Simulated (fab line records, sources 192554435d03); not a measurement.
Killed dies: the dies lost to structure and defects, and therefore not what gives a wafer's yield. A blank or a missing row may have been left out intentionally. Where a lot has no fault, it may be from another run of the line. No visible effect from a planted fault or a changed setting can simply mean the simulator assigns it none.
One fault through the eyes of 2 desks | flow n5_finfet | what lay behind the numbers comes last; until then each desk has only its own

## AT THE TOOL OWNER'S DESK: cvd_co-01
The tool's own readings at N5_BEOL_M1_CO_CAP_55 (material Co, precursor CCTBA/H2, target thk 2 nm, time 102.1 s): means of the sampled wafers that have a number, for each lot that ran on this tool. The brackets show how far a lot's mean lies from the usual mean; more than 4 standard deviations puts the lot out of limits, marked OUT.
Columns: A = heater_power_outer_w at N5_BEOL_M1_CO_CAP_55, usual 119 W; B = heater_power_w at N5_BEOL_M1_CO_CAP_55, usual 234 W; C = run_length_s at N5_BEOL_M1_CO_CAP_55, usual 124.8 s
lot  | first seen here | A   | B   | C
L749 | day 6 20:46     | 117 | 232 | 124.7
L750 | day 6 22:26     | 110 | 216 | 124.4
L753 | day 8 11:15     | 119 | 237 | 124.8
L755 | day 8 13:01     | 110 | 219 | 173.1 (+79) OUT
L761 | day 10 07:41    | 119 | 238 | 172.8 (+79) OUT
L770 | day 12 12:30    | 124 | 248 | 125.3
This desk's verdict: out of limits on L755, L761, starting with L755 at day 8 13:01 (run_length_s at N5_BEOL_M1_CO_CAP_55). L749, L750, L753, L770 stayed within limits.

## THE METROLOGY DESK
Means of the sampled wafers that have a number, per lot and without regard to the tool the lot ran on: this is what the gauges read. The brackets show how far a lot's mean lies from the usual mean; more than 4 standard deviations puts the lot out of limits, marked OUT. 7 of its 10 readings are shown, namely those furthest out on some lot.
Columns: A = DIBL_P at N5_BEOL_M4_RC_MEAS_101, usual 36.1 mV/V; B = IOFF_P at N5_BEOL_M4_RC_MEAS_101, usual 0.22 nA/um; C = ION_P at N5_BEOL_M4_RC_MEAS_101, usual 463 uA/um; D = SS_N at N5_BEOL_M4_RC_MEAS_101, usual 71.4 mV/dec; E = SS_P at N5_BEOL_M4_RC_MEAS_101, usual 73.2 mV/dec; F = VT_N at N5_BEOL_M4_RC_MEAS_101, usual 250 mV; G = VT_P at N5_BEOL_M4_RC_MEAS_101, usual -250 mV
lot  | first seen here | A    | B    | C   | D    | E    | F   | G
L749 | day 8 11:39     | 37.4 | 0.23 | 465 | 71.7 | 73.6 | 249 | -250
L750 | day 8 13:38     | 36.2 | 0.23 | 470 | 71.7 | 73.5 | 247 | -249
L751 | day 9 05:44     | 33.7 | 0.19 | 461 | 71.5 | 72.4 | 249 | -250
L752 | day 9 08:32     | 34.7 | 0.20 | 461 | 71.1 | 72.7 | 249 | -249
L753 | day 10 01:50    | 36.7 | 0.20 | 458 | 71.9 | 73.2 | 252 | -251
L755 | day 10 04:14    | 36.5 | 0.26 | 467 | 71.0 | 73.7 | 247 | -246
L756 | day 10 08:41    | 37.8 | 0.25 | 469 | 71.6 | 73.3 | 248 | -246
L761 | day 12 14:43    | 35.6 | 0.17 | 453 | 70.9 | 72.7 | 253 | -256
L766 | day 14 05:20    | 34.7 | 0.18 | 454 | 71.7 | 73.2 | 250 | -252
L770 | day 15 03:51    | 37.5 | 0.22 | 468 | 72.0 | 73.1 | 249 | -248
This desk's finding: nothing out of limits on any of the 10 lots.

## BROUGHT TOGETHER
An alarm could have come from the tool owner's desk at day 8 13:01, on L755, L761.
At the metrology desk, nothing out of limits was observed.
The metrology desk holds a record of L755, L761, inside its limits.
N5_BEOL_M1_CO_CAP_55 was run on cvd_co-01 by each of the lots named.

## WHAT THE SIMULATOR PUT IN
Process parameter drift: cvd_co-01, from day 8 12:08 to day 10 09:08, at N5_BEOL_M1_CO_CAP_55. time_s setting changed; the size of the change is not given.
Struck lots among those shown: L755, L761.
Hours from the fault's start to each desk's first reading out of limits: the tool owner's desk, 1.
